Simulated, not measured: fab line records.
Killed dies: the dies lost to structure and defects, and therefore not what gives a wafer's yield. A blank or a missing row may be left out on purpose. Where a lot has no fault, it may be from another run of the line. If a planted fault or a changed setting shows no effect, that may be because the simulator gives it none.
Matching of chambers + flow n5-finfet + rie-diel-05 running N5_FIN_SAQP_ETCH_51: 4 sister chambers
The step etches SiARC in CF4, target depth 45.5 nm, time 75.8 s. 14 wafers are shown with their chamber, then 7 later ones without.

== WAFERS PAIRED WITH THEIR CHAMBERS ==
| wafer  | chamber | showerhead-plenum-p-Torr (Torr) | drypump-motor-current-A (A) | throttle-valve-pct (%) |
|--------|---------|---------------------------------|-----------------------------|------------------------|
| L075.1 | 2       | 2.04                            | 5.8                         | 15.86                  |
| L075.4 | 1       | 2.00                            | 5.4                         | 15.68                  |
| L075.5 | 0       | 2.23                            | 5.5                         | 15.35                  |
| L076.1 | 2       | 2.04                            | 5.8                         | 15.88                  |
| L076.5 | 0       | 2.23                            | 5.6                         | 15.35                  |
| L076.6 | 1       | 2.00                            | 5.4                         | 15.66                  |
| L079.3 | 0       | 2.23                            | 5.5                         | 15.36                  |
| L079.4 | 3       | 2.21                            | 6.3                         | 15.76                  |
| L079.6 | 1       | 2.00                            | 5.4                         | 15.69                  |
| L086.1 | 0       | 2.23                            | 5.5                         | 15.39                  |
| L086.4 | 2       | 2.03                            | 5.8                         | 15.91                  |
| L086.5 | 0       | 2.23                            | 5.5                         | 15.38                  |
| L090.1 | 0       | 2.22                            | 5.6                         | 15.41                  |
| L090.4 | 1       | 1.99                            | 5.4                         | 15.72                  |

SIGNATURES (means of the wafers above)
| reading                  | chamber 0 | chamber 1 | chamber 2 | chamber 3 | scatter within a chamber |
|--------------------------|-----------|-----------|-----------|-----------|--------------------------|
| showerhead-plenum-p-Torr | 2.2283    | 1.9975    | 2.0367    | 2.2100    | 0.00474                  |
| drypump-motor-current-A  | 5.533     | 5.400     | 5.800     | 6.300     | 0.0365                   |
| throttle-valve-pct       | 15.3733   | 15.6875   | 15.8833   | 15.7600   | 0.0246                   |
Rule: a wafer lies at a distance from a chamber equal to the root of the sum of squares, over the readings, of (its reading less the chamber's mean, divided by the reading's scatter). The wafer belongs to the nearest chamber; if the next one is less than 2 further off, it can't be placed. How the scatter is found: for the shown wafers, subtract from each reading the mean of its chamber, square and add these, divide the total by (wafers less chambers), then take the root.

== WAFERS WITH NO CHAMBER GIVEN ==
| wafer  | showerhead-plenum-p-Torr (Torr) | drypump-motor-current-A (A) | throttle-valve-pct (%) |
|--------|---------------------------------|-----------------------------|------------------------|
| L090.5 | 2.22                            | 5.6                         | 15.42                  |
| L092.1 | 1.99                            | 5.4                         | 15.73                  |
| L092.3 | 2.22                            | 5.6                         | 15.40                  |
| L092.5 | 2.22                            | 5.6                         | 15.43                  |
| L096.1 | 1.99                            | 5.4                         | 15.74                  |
| L096.2 | 2.28                            | 5.8                         | 15.41                  |
| L096.3 | 2.20                            | 6.3                         | 15.84                  |

== EACH ONE'S CHAMBER ==
| wafer  | from the rows above | in truth                   |
|--------|---------------------|----------------------------|
| L090.5 | 0                   | 0                          |
| L092.1 | 1                   | 1                          |
| L092.3 | 0                   | 0                          |
| L092.5 | 0                   | 0                          |
| L096.1 | 1                   | 1                          |
| L096.2 | 0                   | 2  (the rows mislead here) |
| L096.3 | 3                   | 3                          |
Correctly placed: 6 of 7. Left unplaced by these rows: 0. Placed wrongly: 1.
